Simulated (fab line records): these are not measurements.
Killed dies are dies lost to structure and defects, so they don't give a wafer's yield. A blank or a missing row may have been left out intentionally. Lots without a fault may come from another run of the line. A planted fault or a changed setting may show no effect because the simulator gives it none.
Matching of chambers -- flow n5-finfet -- 4 sister chambers for N5_BEOL_M0_ETCH_128 on rie-diel-03
The step etches SiCN in CF4/N2, target depth 12 nm, overetch 5.1 nm, time 21.4 s. 14 wafers are shown with their chamber, then 7 later ones without.

WAFERS PAIRED WITH THEIR CHAMBERS
wafer,chamber,drypump-motor-current-A (A),throttle-valve-pct (%),showerhead-plenum-p-Torr (Torr)
L074.1,3,5.6,15.11,2.24
L074.2,0,6.1,15.62,2.23
L074.6,3,5.6,15.12,2.25
L079.1,3,5.7,15.12,2.24
L079.5,2,5.5,15.47,2.34
L079.6,3,5.6,15.13,2.24
L080.1,1,5.6,15.18,2.34
L080.2,2,5.5,15.48,2.33
L080.6,3,5.6,15.13,2.24
L085.1,2,5.5,15.49,2.33
L085.3,1,5.6,15.19,2.33
L085.6,2,5.5,15.49,2.33
L087.1,0,6.1,15.69,2.22
L087.3,2,5.5,15.50,2.33

SIGNATURES, as means of the wafers listed above
reading,chamber 0,chamber 1,chamber 2,chamber 3,scatter within a chamber
drypump-motor-current-A,6.100,5.600,5.500,5.620,0.0283
throttle-valve-pct,15.6550,15.1850,15.4860,15.1220,0.0182
showerhead-plenum-p-Torr,2.2250,2.3350,2.3320,2.2420,0.0051
Rule: a wafer's distance from a chamber is the root of the sum, over the readings, of the square of ((its reading less the chamber's mean) divided by the reading's scatter). The wafer belongs to the nearest chamber; if the next one is less than 2 further off, it can't be placed. The scatter: take each reading less its chamber's mean, square it, sum over the shown wafers, divide by the number of wafers less the number of chambers, and take the root.

WAFERS WHOSE CHAMBER IS MISSING
wafer,drypump-motor-current-A (A),throttle-valve-pct (%),showerhead-plenum-p-Torr (Torr)
L087.6,5.6,15.22,2.33
L093.3,5.5,15.52,2.33
L093.4,5.6,15.23,2.33
L093.5,5.5,15.52,2.33
L094.2,5.6,15.20,2.23
L094.3,5.5,15.54,2.32
L094.5,5.6,15.20,2.23

WHICH CHAMBER EACH ONE RAN IN
wafer,from the rows above,in truth
L087.6,1,1
L093.3,2,2
L093.4,1,1
L093.5,2,2
L094.2,3,3
L094.3,2,2
L094.5,3,3
Placed correctly: 7 of 7. From these rows, 0 cannot be placed. 0 placed wrongly.
